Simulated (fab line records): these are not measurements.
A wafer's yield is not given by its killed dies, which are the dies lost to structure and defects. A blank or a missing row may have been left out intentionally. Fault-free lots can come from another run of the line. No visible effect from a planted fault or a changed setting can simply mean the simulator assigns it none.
Matching of chambers :: flow nandHarc :: pecvd-02 running NHARC_A_ONON_D2_DEP_33: 3 sister chambers
The step deposits SiO2, target thk 200 nm. 6 wafers are shown with their chamber, then 9 later ones without.

WAFERS PAIRED WITH THEIR CHAMBERS
wafer: L079.4
chamber: 0
heaterPowerW (W): 490
throttleValvePct (%): 15.7

wafer: L089.3
chamber: 1
heaterPowerW (W): 423
throttleValvePct (%): 16.3

wafer: L089.4
chamber: 2
heaterPowerW (W): 331
throttleValvePct (%): 15.9

wafer: L092.2
chamber: 1
heaterPowerW (W): 444
throttleValvePct (%): 16.6

wafer: L092.4
chamber: 2
heaterPowerW (W): 337
throttleValvePct (%): 15.8

wafer: L092.5
chamber: 0
heaterPowerW (W): 542
throttleValvePct (%): 15.5

WAFERS WHOSE CHAMBER IS MISSING
wafer: L094.1
heaterPowerW (W): 486
throttleValvePct (%): 15.4

wafer: L094.2
heaterPowerW (W): 457
throttleValvePct (%): 16.5

wafer: L094.4
heaterPowerW (W): 480
throttleValvePct (%): 15.5

wafer: L096.2
heaterPowerW (W): 484
throttleValvePct (%): 15.4

wafer: L096.4
heaterPowerW (W): 491
throttleValvePct (%): 15.4

wafer: L096.6
heaterPowerW (W): 356
throttleValvePct (%): 16.7

wafer: L097.2
heaterPowerW (W): 296
throttleValvePct (%): 15.8

wafer: L097.4
heaterPowerW (W): 304
throttleValvePct (%): 15.9

wafer: L097.6
heaterPowerW (W): 444
throttleValvePct (%): 15.5

WHICH CHAMBER EACH ONE RAN IN
wafer: L094.1
from the rows above: 0
in truth: 0

wafer: L094.2
from the rows above: 1
in truth: 1

wafer: L094.4
from the rows above: 0
in truth: 0

wafer: L096.2
from the rows above: 0
in truth: 0

wafer: L096.4
from the rows above: 0
in truth: 0

wafer: L096.6
from the rows above: can't be placed: 1 or 2
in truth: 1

wafer: L097.2
from the rows above: 2
in truth: 2

wafer: L097.4
from the rows above: 2
in truth: 2

wafer: L097.6
from the rows above: 0
in truth: 0
8 of 9 placed correctly. Not placeable from these rows: 1 (in 1, the candidates include the true chamber). 0 placed wrongly.
How it was worked out, from the rows above alone: a wafer's distance from a chamber is the root of the sum, over the readings, of the square of ((its reading less the chamber's mean) divided by the reading's scatter). If the next closest chamber is less than 2 further off than the closest, the wafer can't be placed; otherwise it belongs to the closest. For every chamber, the mean is computed from those of its wafers that are shown. The scatter: take each reading less its chamber's mean, square it, sum over the shown wafers, divide by the number of wafers less the number of chambers, and take the root.
